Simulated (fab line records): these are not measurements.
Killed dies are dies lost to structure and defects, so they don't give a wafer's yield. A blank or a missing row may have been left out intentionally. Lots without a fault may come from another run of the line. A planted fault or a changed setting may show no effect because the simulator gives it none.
Chamber matching	flow nand_harc	cmp-04 running NHARC_P_BONDPAD_CMP_19: 4 sister chambers
The step polishes, t overpolish 30 s, cu recess touch 16 s, target thk 160.81 nm. 27 wafers are shown with their chamber, then 12 later ones without.

== WAFERS PAIRED WITH THEIR CHAMBERS ==
wafer	chamber	motor_current_A (A)	overpolish_run_s (s)
L074.1	1	13.2	30.005
L074.5	2	14.6	29.993
L074.6	1	12.6	29.999
L075.2	1	12.4	29.990
L075.4	2	13.9	30.005
L075.5	2	13.9	29.989
L075.1	3	13.4	30.001
L075.3	0	11.7	30.001
L075.6	3	13.8	29.997
L076.1	1	12.9	30.025
L076.2	3	13.0	30.002
L076.4	0	11.6	29.997
L083.2	2	14.1	29.990
L083.3	1	13.0	29.978
L083.6	0	11.5	29.996
L084.3	1	12.4	29.991
L084.5	1	12.4	30.012
L084.6	2	14.5	30.000
L084.1	2	14.8	30.008
L084.2	0	11.7	29.989
L084.4	3	12.8	30.005
L085.3	0	11.0	30.003
L085.4	2	13.7	30.006
L085.5	3	13.4	30.006
L088.1	1	12.6	29.978
L088.3	3	12.9	30.005
L088.6	2	14.6	30.010

SIGNATURES, as means of the wafers listed above
reading	chamber 0	chamber 1	chamber 2	chamber 3	scatter within a chamber
motor_current_A	11.500	12.688	14.262	13.217	0.356
overpolish_run_s	29.99720	29.99725	30.00013	30.00267	0.0105
Rule: for a wafer and a chamber, the distance is found by dividing, reading by reading, the gap between the wafer's reading and the chamber's mean by the reading's scatter, squaring, summing and taking the root. If the next closest chamber is less than 2 further off than the closest, the wafer can't be placed; otherwise it belongs to the closest. How the scatter is found: for the shown wafers, subtract from each reading the mean of its chamber, square and add these, divide the total by (wafers less chambers), then take the root.

== WAFERS MISSING THEIR CHAMBER ==
wafer	motor_current_A (A)	overpolish_run_s (s)
L090.1	11.0	30.016
L090.4	14.2	29.997
L090.5	11.6	29.996
L090.2	13.0	30.003
L090.3	13.4	29.999
L090.6	12.2	30.018
L094.1	11.3	29.999
L094.2	12.9	30.000
L094.5	12.8	29.998
L095.2	11.2	30.006
L095.4	14.5	29.997
L095.5	14.4	29.988

== EACH ONE'S CHAMBER ==
wafer	from the rows above	in truth
L090.1	0	0
L090.4	2	2
L090.5	0	0
L090.2	can't be placed: 3 or 1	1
L090.3	can't be placed: 3 or 1 or 2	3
L090.6	can't be placed: 1 or 0 or 3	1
L094.1	0	0
L094.2	can't be placed: 1 or 3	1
L094.5	can't be placed: 1 or 3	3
L095.2	0	0
L095.4	2	2
L095.5	2	2
7 of 12 placed correctly. From these rows, 5 cannot be placed; in 5 the true chamber is one of the candidates. Wrongly placed: 0.
